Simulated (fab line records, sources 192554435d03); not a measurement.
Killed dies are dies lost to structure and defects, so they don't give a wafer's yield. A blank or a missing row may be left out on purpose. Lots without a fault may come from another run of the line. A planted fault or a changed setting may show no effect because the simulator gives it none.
Chamber matching | flow n5_finfet | N5_BEOL_M7_VIA_ETCH_34 on rie_diel-04: 4 sister chambers
The step etches SiCOH lowk in C4F6/O2, target depth 125.5 nm, time 50.5 s. 4 wafers are shown with their chamber, then 7 later ones without.

WAFERS WITH THEIR CHAMBER
wafer  | chamber | drypump_motor_current_A (A)
L284.3 | 2       | 5.79
L291.1 | 0       | 5.69
L301.2 | 1       | 5.94
L301.4 | 3       | 5.49

WAFERS WITHOUT THEIR CHAMBER
wafer  | drypump_motor_current_A (A)
L301.6 | 5.94
L304.4 | 5.49
L304.5 | 5.49
L304.6 | 5.76
L306.2 | 5.91
L306.3 | 5.68
L306.6 | 5.91

WHICH CHAMBER EACH WENT THROUGH
wafer  | from the rows above     | in truth
L301.6 | 1                       | 1
L304.4 | 3                       | 3
L304.5 | 3                       | 3
L304.6 | can't be placed: 2 or 0 | 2
L306.2 | 1                       | 1
L306.3 | 0                       | 0
L306.6 | 1                       | 1
Placed correctly: 6 of 7. Can't be placed from these rows: 1 (the true chamber is among the candidates in 1). Placed wrongly: 0.
How it was worked out, from the rows above alone: a wafer's distance from a chamber is the root of the sum, over the readings, of the square of ((its reading less the chamber's mean) divided by the reading's scatter). The wafer belongs to the nearest chamber; if the next one is less than 2 further off, it can't be placed. A chamber's mean is the mean of its shown wafers. The scatter: with one shown wafer a chamber, the root of the mean of the squares of how far each hidden wafer lies from its nearest shown one.
